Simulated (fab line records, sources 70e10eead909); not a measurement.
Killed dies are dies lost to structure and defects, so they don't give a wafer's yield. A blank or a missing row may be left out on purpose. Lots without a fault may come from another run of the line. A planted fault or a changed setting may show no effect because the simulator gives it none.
Chamber matching | flow nand_harc | NHARC_P_GATE_ETCHBACK_37 on rie_diel-02: 4 sister chambers
The step etches the open film in CHF3/O2, target depth 34.5 nm, time 17.2 s. 14 wafers are shown with their chamber, then 7 later ones without.

WAFERS WITH THEIR CHAMBER
wafer  | chamber | drypump_motor_current_A (A) | rf_vpp_V (V) | run_length_s (s)
L498.3 | 0       | 6.7                         | 368.0        | 38.2
L498.4 | 0       | 6.7                         | 369.3        | 38.3
L498.5 | 1       | 4.9                         | 369.1        | 38.9
L504.1 | 3       | 5.6                         | 368.7        | 39.0
L504.2 | 2       | 5.8                         | 374.8        | 38.8
L504.3 | 1       | 4.9                         | 367.4        | 38.9
L513.2 | 3       | 5.6                         | 370.0        | 38.8
L512.3 | 1       | 4.9                         | 367.9        | 38.5
L512.6 | 2       | 5.8                         | 372.9        | 38.9
L518.1 | 2       | 5.8                         | 373.7        | 38.5
L518.4 | 1       | 5.0                         | 369.0        | 38.5
L518.6 | 3       | 5.6                         | 368.3        | 38.7
L519.1 | 3       | 5.6                         | 369.9        | 39.3
L519.3 | 1       | 4.9                         | 367.3        | 38.5

SIGNATURES (means of the wafers above)
reading                 | chamber 0 | chamber 1 | chamber 2 | chamber 3 | scatter within a chamber
drypump_motor_current_A | 6.700     | 4.920     | 5.800     | 5.600     | 0.0283
rf_vpp_V                | 368.650   | 368.140   | 373.800   | 369.225   | 0.885
run_length_s            | 38.250    | 38.660    | 38.733    | 38.950    | 0.222
Rule: a wafer's distance from a chamber is the root of the sum, over the readings, of the square of ((its reading less the chamber's mean) divided by the reading's scatter). The wafer belongs to the nearest chamber; if the next one is less than 2 further off, it can't be placed. The scatter: the root of (the sum of the squares of (reading less its chamber's mean) over the shown wafers, divided by (wafers less chambers)).

WAFERS WITHOUT THEIR CHAMBER
wafer  | drypump_motor_current_A (A) | rf_vpp_V (V) | run_length_s (s)
L519.5 | 6.7                         | 369.8        | 38.2
L520.1 | 6.7                         | 369.5        | 38.4
L520.2 | 4.9                         | 367.4        | 38.6
L520.4 | 5.6                         | 370.8        | 39.2
L521.1 | 4.9                         | 367.8        | 38.4
L521.4 | 5.6                         | 369.0        | 38.6
L521.6 | 4.9                         | 367.9        | 38.5

WHICH CHAMBER EACH WENT THROUGH
wafer  | from the rows above | in truth
L519.5 | 0                   | 0
L520.1 | 0                   | 0
L520.2 | 1                   | 1
L520.4 | 3                   | 3
L521.1 | 1                   | 1
L521.4 | 3                   | 3
L521.6 | 1                   | 1
Placed correctly: 7 of 7. Can't be placed from these rows: 0. Placed wrongly: 0.
